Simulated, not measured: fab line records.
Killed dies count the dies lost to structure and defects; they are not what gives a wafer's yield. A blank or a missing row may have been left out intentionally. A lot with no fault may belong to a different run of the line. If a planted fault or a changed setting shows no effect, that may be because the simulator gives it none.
Lot-split experiment + flow n5 finfet + 21 wafers read across 7 lots, on a route 1938 steps long

== THE SPLIT ITSELF ==
At N5_FIN_CUT_COAT_29 (time 60 s, resist thk 10 nm), the setting spin rpm was moved away from the recipe's 1500 rpm on 5 of the 21 wafers read, by -8.5% to +9.7%. All remaining wafers had this setting at the recipe value.

== FROM THE SPLIT TO THE READING: what the file shows between them, 4 steps ==
- N5_FIN_CUT_COAT_02: resist thk 30 nm
- N5_FIN_CUT_EBR_04
- N5_FIN_CUT_DESCUM_13: chemistry O2, time 7 s
- N5_FIN_CUT_ETCH_30: etches underlayer in N2/H2, target depth 13 nm, time 10.4 s

== THE READING ==
underlayer_of_FIN_CUT_COAT_29.thk nm (the simulator's own value, which no gauge read), in nm, at N5_FIN_CUT_ETCH_20 (etches SiARC in CF4, target depth 26 nm, time 43.3 s). There is no usual value for it anywhere in the file. Average 9.2 nm, standard deviation 0.087 nm, over the 16 wafers here run with the recipe.

| wafer  | tool, chamber at the split | spin rpm as run, rpm | against the recipe | underlayer_of_FIN_CUT_COAT_29.thk nm, nm | against lot-mates on the recipe |
|--------|----------------------------|----------------------|--------------------|------------------------------------------|---------------------------------|
| L075.1 | litho track-01, 0          | 1381                 | -7.9%              | 9.8                                      | +0.6                            |
| L075.5 | litho track-01, 0          | 1500                 | recipe             | 9.2                                      | -                               |
| L075.6 | litho track-01, 0          | 1500                 | recipe             | 9.2                                      | -                               |
| L078.3 | litho track-03, 0          | 1500                 | recipe             | 9.2                                      | -                               |
| L078.5 | litho track-03, 0          | 1500                 | recipe             | 9.2                                      | -                               |
| L078.6 | litho track-03, 0          | 1500                 | recipe             | 9.4                                      | -                               |
| L079.2 | litho track-05, 0          | 1500                 | recipe             | 9.4                                      | -                               |
| L079.4 | litho track-05, 0          | 1372                 | -8.5%              | 9.8                                      | +0.4                            |
| L079.6 | litho track-05, 0          | 1372                 | -8.5%              | 9.8                                      | +0.4                            |
| L085.1 | litho track-05, 0          | 1500                 | recipe             | 9.2                                      | -                               |
| L085.2 | litho track-05, 0          | 1500                 | recipe             | 9.2                                      | -                               |
| L085.3 | litho track-05, 0          | 1500                 | recipe             | 9.2                                      | -                               |
| L091.3 | litho track-01, 0          | 1645                 | +9.7%              | 8.8                                      | -0.4                            |
| L091.5 | litho track-01, 0          | 1645                 | +9.7%              | 8.8                                      | -0.4                            |
| L091.4 | litho track-01, 0          | 1500                 | recipe             | 9.2                                      | -                               |
| L092.2 | litho track-01, 0          | 1500                 | recipe             | 9.2                                      | -                               |
| L092.3 | litho track-01, 0          | 1500                 | recipe             | 9.2                                      | -                               |
| L092.5 | litho track-01, 0          | 1500                 | recipe             | 9.4                                      | -                               |
| L093.3 | litho track-03, 0          | 1500                 | recipe             | 9.4                                      | -                               |
| L093.4 | litho track-03, 0          | 1500                 | recipe             | 9.2                                      | -                               |
| L093.5 | litho track-03, 0          | 1500                 | recipe             | 9.2                                      | -                               |

THE FIT
A straight line over all 21 wafers: underlayer_of_FIN_CUT_COAT_29.thk nm changes by -0.0565 nm for each +1% of spin rpm; r = -0.95; the points scatter about the line by 0.089 nm.
The same after taking each lot's own level away (the mean of its wafers on the recipe; 21 wafers): -0.0486 nm for each +1%; r = -0.94; scatter 0.083 nm.
That fit puts the effect of the largest move of spin rpm on the reading at 0.47 nm.
Across the lots, their own levels run from 9.20 to 9.40 nm, a range of 2.3 times the standard deviation given above.
In other words, the slope is changed by the lot-to-lot level; the two fits disagree.
Check: -0.478 nm against its lot-mates is what the line predicts for one of the wafers moved furthest among these (+9.7%) when that wafer is left out of the fit. Against them it came out at -0.4 nm.

== FURTHER SPLITS ON THESE WAFERS ==
These wafers also went through other splits before the reading. Each is held against what the fit with the lots' levels taken away leaves over:
| other split on the same wafers                    | wafers away from the commonest value | r with underlayer_of_FIN_CUT_COAT_29.thk nm (lot level and that fit taken away) |
|---------------------------------------------------|--------------------------------------|---------------------------------------------------------------------------------|
| N5_ZERO_LAYER_PECVD_02 time s                     | 9                                    | -0.22                                                                           |
| N5_ZERO_LAYER_COAT_05 spin rpm                    | 11                                   | +0.20                                                                           |
| N5_PMOS_HMC_CHANNEL_EPI_EXPOSE_06 dose mj         | 9                                    | +0.16                                                                           |
| N5_PMOS_HMC_CHANNEL_EPI_DEVELOP_08 develop time s | 6                                    | +0.07                                                                           |
| N5_FIN_SAQP_SPACER1_ALD_24 temp c                 | 4                                    | -0.29                                                                           |

== THE WHOLE CHAIN: every reading that the file lists as answering this split, in the file's order ==
| step               | what it does                                                | reading                                                                               | change (the file's fit)                | r (the file's) |
|--------------------|-------------------------------------------------------------|---------------------------------------------------------------------------------------|----------------------------------------|----------------|
| N5_FIN_CUT_COAT_29 | time 60 s, resist thk 10 nm                                 | underlayer_of_FIN_CUT_COAT_29.thk nm (the simulator's own value, which no gauge read) | -0.0578 nm for each +1% of the setting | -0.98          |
| N5_FIN_CUT_ETCH_30 | etches underlayer in N2/H2, target depth 13 nm, time 10.4 s | etch.depth nm (the simulator's own value, which no gauge read)                        | -0.0511 nm for each +1% of the setting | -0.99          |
| N5_FIN_CUT_ETCH_20 | etches SiARC in CF4, target depth 26 nm, time 43.3 s        | underlayer_of_FIN_CUT_COAT_29.thk nm (the simulator's own value, which no gauge read) | -0.0525 nm for each +1% of the setting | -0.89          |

== FILE'S OWN FIT ==
underlayer_of_FIN_CUT_COAT_29.thk nm changes by -0.0525 nm for each +1% of spin rpm, r = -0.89.
